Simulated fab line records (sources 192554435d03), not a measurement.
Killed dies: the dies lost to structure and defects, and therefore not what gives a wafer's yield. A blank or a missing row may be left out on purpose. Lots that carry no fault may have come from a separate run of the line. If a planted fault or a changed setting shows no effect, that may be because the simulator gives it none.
2 desks, one fault + flow n5_finfet + numbers are kept per desk, each desk with only its own; the story behind them comes last

== AT THE METROLOGY DESK ==
What the gauges read for every lot (on any tool): the sampled wafers with a number, averaged. A lot is out of limits, marked OUT, if its mean lies more than 4 standard deviations from the usual mean; the brackets give that distance. Readings shown: 7 of its 10, picked as those furthest out on some lot.
Columns: A = DIBL_N at N5_BEOL_M4_RC_MEAS_101, usual 36.6 mV/V; B = IOFF_N at N5_BEOL_M4_RC_MEAS_101, usual 0.17 nA/um; C = IOFF_P at N5_BEOL_M4_RC_MEAS_101, usual 0.23 nA/um; D = SS_N at N5_BEOL_M4_RC_MEAS_101, usual 71.6 mV/dec; E = SS_P at N5_BEOL_M4_RC_MEAS_101, usual 73.4 mV/dec; F = VT_N at N5_BEOL_M4_RC_MEAS_101, usual 249 mV; G = VT_P at N5_BEOL_M4_RC_MEAS_101, usual -249 mV
| lot  | first seen here | A    | B    | C    | D    | E    | F   | G    |
|------|-----------------|------|------|------|------|------|-----|------|
| L874 | day 9 10:50     | 36.5 | 0.18 | 0.20 | 71.8 | 73.4 | 246 | -253 |
| L876 | day 9 21:25     | 35.3 | 0.17 | 0.24 | 71.7 | 73.3 | 248 | -247 |
| L875 | day 10 00:11    | 36.6 | 0.17 | 0.20 | 70.7 | 73.2 | 249 | -251 |
| L879 | day 10 06:24    | 38.7 | 0.21 | 0.26 | 72.5 | 73.9 | 247 | -249 |
| L880 | day 10 08:01    | 36.5 | 0.20 | 0.27 | 71.8 | 74.2 | 244 | -245 |
This desk found nothing out of limits on any of the 5 lots.

== THE TOOL OWNER'S DESK: rie_diel-02 ==
The tool's own readings at N5_BEOL_M1_ETCH_70 (etches SOC in N2/H2, target depth 80 nm, overetch 16 nm, time 120 s): means of the sampled wafers that have a number, for each lot that ran on this tool. A lot is out of limits, marked OUT, if its mean lies more than 4 standard deviations from the usual mean; the brackets give that distance.
Columns: A = bias_w at N5_BEOL_M1_ETCH_70, usual 150.0 W; B = drypump_motor_current_A at N5_BEOL_M1_ETCH_70, usual 5.6 A; C = oes_product_au at N5_BEOL_M1_ETCH_70, usual 0.60 a.u.; D = rf_vpp_V at N5_BEOL_M1_ETCH_70, usual 523.0 V; E = showerhead_plenum_p_Torr at N5_BEOL_M1_ETCH_70, usual 2.51 Torr; F = throttle_valve_pct at N5_BEOL_M1_ETCH_70, usual 17.8 %
| lot  | first seen here | A                       | B   | C    | D               | E    | F    |
|------|-----------------|-------------------------|-----|------|-----------------|------|------|
| L874 | day 7 12:50     | 150.2                   | 5.7 | 0.62 | 521.6           | 2.46 | 17.7 |
| L875 | day 7 22:55     | 106.5 (-99 or more) OUT | 5.7 | 0.62 | 419.4 (-40) OUT | 2.49 | 17.7 |
| L876 | day 8 09:20     | 106.2 (-99 or more) OUT | 6.1 | 0.53 | 418.7 (-40) OUT | 2.43 | 17.9 |
| L879 | day 8 18:41     | 105.9 (-99 or more) OUT | 5.9 | 0.56 | 419.5 (-40) OUT | 2.46 | 17.9 |
Finding of this desk: L875, L876, L879 out of limits; the first was L875 at day 7 22:55, on bias_w at N5_BEOL_M1_ETCH_70. Within limits: L874.

== ALL TOGETHER ==
An alarm could have come from the tool owner's desk at day 7 22:55, on L875, L876, L879.
The metrology desk saw nothing out of limits.
The metrology desk has L875, L876, L879 on record, within its limits.
The lots listed all ran N5_BEOL_M1_ETCH_70 on rie_diel-02.

== WHAT WAS PUT IN BY THE SIMULATOR ==
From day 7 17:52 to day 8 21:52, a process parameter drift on rie_diel-02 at N5_BEOL_M1_ETCH_70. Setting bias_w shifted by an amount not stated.
Lots struck among those shown: L875, L876, L879.
Each desk's first reading out of limits, in hours after the fault started: the tool owner's desk, 5.
